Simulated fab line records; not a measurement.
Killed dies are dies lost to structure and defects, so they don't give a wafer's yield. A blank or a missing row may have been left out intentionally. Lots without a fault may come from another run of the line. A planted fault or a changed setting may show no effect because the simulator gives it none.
Chamber matching || flow nand harc || NHARC_P_M2_DEP_33 on pecvd-03: 3 sister chambers
The step deposits SiCN, target thk 30 nm. 3 wafers are shown with their chamber, then 7 later ones without.

## WAFERS PAIRED WITH THEIR CHAMBERS
{"wafer": "L779.1", "chamber": 0, "heater power w (W)": 522}
{"wafer": "L780.3", "chamber": 2, "heater power w (W)": 484}
{"wafer": "L780.4", "chamber": 1, "heater power w (W)": 662}

## WAFERS WHOSE CHAMBER IS MISSING
{"wafer": "L780.6", "heater power w (W)": 527}
{"wafer": "L781.2", "heater power w (W)": 494}
{"wafer": "L781.4", "heater power w (W)": 492}
{"wafer": "L781.5", "heater power w (W)": 487}
{"wafer": "L784.1", "heater power w (W)": 497}
{"wafer": "L784.3", "heater power w (W)": 681}
{"wafer": "L784.6", "heater power w (W)": 500}

## THE CHAMBER EACH PASSED THROUGH
{"wafer": "L780.6", "from the rows above": 0, "in truth": 0}
{"wafer": "L781.2", "from the rows above": "can't be placed: 2 or 0", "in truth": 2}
{"wafer": "L781.4", "from the rows above": "can't be placed: 2 or 0", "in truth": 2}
{"wafer": "L781.5", "from the rows above": 2, "in truth": 2}
{"wafer": "L784.1", "from the rows above": "can't be placed: 2 or 0", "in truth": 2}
{"wafer": "L784.3", "from the rows above": 1, "in truth": 1}
{"wafer": "L784.6", "from the rows above": "can't be placed: 2 or 0", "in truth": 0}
Placed correctly: 3 of 7. Unplaceable from these rows: 4, with the true chamber sitting among the candidates in 4. Wrongly placed: 0.
How it was worked out, from the rows above alone: a wafer's distance from a chamber is the root of the sum, over the readings, of the square of ((its reading less the chamber's mean) divided by the reading's scatter). The wafer belongs to the nearest chamber; if the next one is less than 2 further off, it can't be placed. For every chamber, the mean is computed from those of its wafers that are shown. The scatter: with one shown wafer a chamber, the root of the mean of the squares of how far each hidden wafer lies from its nearest shown one.
